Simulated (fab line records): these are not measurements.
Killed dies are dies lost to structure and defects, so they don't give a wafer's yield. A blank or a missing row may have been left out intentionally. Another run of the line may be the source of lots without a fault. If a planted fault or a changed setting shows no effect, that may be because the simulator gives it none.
Matching of chambers + flow nand_harc + 3 sister chambers for NHARC_P_ZERO_WELL_DESCUM_26 on rie_diel-02
The step chemistry O2, time 3 s. 6 wafers are shown with their chamber, then 6 later ones without.

WAFERS PAIRED WITH THEIR CHAMBERS
| wafer  | chamber | showerhead_plenum_p_Torr (Torr) | drypump_motor_current_A (A) |
|--------|---------|---------------------------------|-----------------------------|
| L085.1 | 0       | 1.81                            | 5.80                        |
| L085.4 | 1       | 1.80                            | 5.57                        |
| L086.1 | 2       | 2.01                            | 5.85                        |
| L086.3 | 1       | 1.79                            | 5.58                        |
| L086.4 | 0       | 1.81                            | 5.80                        |
| L089.1 | 2       | 2.01                            | 5.87                        |

WAFERS MISSING THEIR CHAMBER
| wafer  | showerhead_plenum_p_Torr (Torr) | drypump_motor_current_A (A) |
|--------|---------------------------------|-----------------------------|
| L090.2 | 1.79                            | 5.61                        |
| L090.3 | 2.01                            | 5.89                        |
| L090.6 | 2.01                            | 5.86                        |
| L095.3 | 2.00                            | 5.87                        |
| L095.5 | 2.00                            | 5.89                        |
| L095.6 | 1.78                            | 5.59                        |

EACH ONE'S CHAMBER
| wafer  | from the rows above | in truth |
|--------|---------------------|----------|
| L090.2 | 1                   | 1        |
| L090.3 | 2                   | 2        |
| L090.6 | 2                   | 2        |
| L095.3 | 2                   | 2        |
| L095.5 | 2                   | 2        |
| L095.6 | 1                   | 1        |
Correct placement for 6 of the 6. Not placeable from these rows: 0. Placed wrongly: 0.
How it was worked out, from the rows above alone: a wafer's distance from a chamber is the root of the sum, over the readings, of the square of ((its reading less the chamber's mean) divided by the reading's scatter). The wafer belongs to the nearest chamber; if the next one is less than 2 further off, it can't be placed. For every chamber, the mean is computed from those of its wafers that are shown. How the scatter is found: for the shown wafers, subtract from each reading the mean of its chamber, square and add these, divide the total by (wafers less chambers), then take the root.
